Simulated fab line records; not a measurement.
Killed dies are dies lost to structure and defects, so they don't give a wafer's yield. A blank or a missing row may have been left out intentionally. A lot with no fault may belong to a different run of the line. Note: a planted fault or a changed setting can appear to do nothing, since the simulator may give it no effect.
Chamber matching	flow nand-harc	NHARC_HYBRID_BOND_ACTIVATE_00 on rie-diel-01 has 4 sister chambers
The step chemistry N2, time 60 s. 4 wafers are shown with their chamber, then 7 later ones without.

## WAFERS WITH THEIR CHAMBER
wafer	chamber	showerhead-plenum-p-Torr (Torr)
L079.2	0	1.83
L084.6	1	1.65
L090.1	3	1.83
L090.3	2	1.77

## WAFERS WITHOUT THEIR CHAMBER
wafer	showerhead-plenum-p-Torr (Torr)
L090.6	1.77
L091.2	1.77
L091.4	1.64
L091.6	1.77
L097.3	1.82
L097.4	1.77
L097.6	1.77

## THE CHAMBER EACH PASSED THROUGH
wafer	from the rows above	in truth
L090.6	2	2
L091.2	2	2
L091.4	1	1
L091.6	2	2
L097.3	can't be placed: 0 or 3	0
L097.4	2	2
L097.6	2	2
6 of 7 placed correctly. From these rows, 1 cannot be placed; in 1 the true chamber is one of the candidates. Placed wrongly: 0.
How it was worked out, from the rows above alone: a wafer's distance from a chamber is the root of the sum, over the readings, of the square of ((its reading less the chamber's mean) divided by the reading's scatter). The wafer belongs to the nearest chamber; if the next one is less than 2 further off, it can't be placed. For every chamber, the mean is computed from those of its wafers that are shown. The scatter: with one shown wafer a chamber, the root of the mean of the squares of how far each hidden wafer lies from its nearest shown one.
